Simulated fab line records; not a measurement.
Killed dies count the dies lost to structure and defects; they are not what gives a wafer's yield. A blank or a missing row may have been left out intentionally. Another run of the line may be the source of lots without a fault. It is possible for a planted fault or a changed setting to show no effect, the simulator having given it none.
Matching of chambers + flow n5Finfet + 4 sister chambers for N5_FIN_SAQP_STRIP_55 on rieDiel-05
The step strips in N2/H2. 8 wafers are shown with their chamber, then 11 later ones without.

== EACH WAFER AND ITS CHAMBER ==
| wafer  | chamber | showerheadPlenumPTorr (Torr) | drypumpMotorCurrentA (A) |
|--------|---------|------------------------------|--------------------------|
| L078.4 | 0       | 3.35                         | 5.4                      |
| L083.4 | 3       | 3.35                         | 6.2                      |
| L083.6 | 1       | 3.44                         | 6.1                      |
| L086.2 | 1       | 3.43                         | 6.2                      |
| L086.6 | 3       | 3.35                         | 6.1                      |
| L087.2 | 0       | 3.33                         | 5.4                      |
| L087.6 | 2       | 3.55                         | 5.7                      |
| L092.1 | 2       | 3.55                         | 5.7                      |

== WAFERS WITH NO CHAMBER GIVEN ==
| wafer  | showerheadPlenumPTorr (Torr) | drypumpMotorCurrentA (A) |
|--------|------------------------------|--------------------------|
| L092.3 | 3.34                         | 6.1                      |
| L092.4 | 3.43                         | 6.1                      |
| L094.2 | 3.42                         | 6.1                      |
| L094.3 | 3.33                         | 5.4                      |
| L094.5 | 3.54                         | 5.7                      |
| L095.1 | 3.54                         | 5.7                      |
| L095.2 | 3.34                         | 6.1                      |
| L095.4 | 3.42                         | 6.2                      |
| L096.4 | 3.42                         | 6.1                      |
| L096.5 | 3.33                         | 5.4                      |
| L096.6 | 3.34                         | 6.1                      |

== WHICH CHAMBER EACH ONE RAN IN ==
| wafer  | from the rows above | in truth |
|--------|---------------------|----------|
| L092.3 | 3                   | 3        |
| L092.4 | 1                   | 1        |
| L094.2 | 1                   | 1        |
| L094.3 | 0                   | 0        |
| L094.5 | 2                   | 2        |
| L095.1 | 2                   | 2        |
| L095.2 | 3                   | 3        |
| L095.4 | 1                   | 1        |
| L096.4 | 1                   | 1        |
| L096.5 | 0                   | 0        |
| L096.6 | 3                   | 3        |
Correct placement for 11 of the 11. From these rows, 0 cannot be placed. Number placed wrongly: 0.
How it was worked out, from the rows above alone: a wafer's distance from a chamber is the root of the sum, over the readings, of the square of ((its reading less the chamber's mean) divided by the reading's scatter). The wafer belongs to the nearest chamber; if the next one is less than 2 further off, it can't be placed. A chamber's mean is the mean of its shown wafers. The scatter: the root of (the sum of the squares of (reading less its chamber's mean) over the shown wafers, divided by (wafers less chambers)).
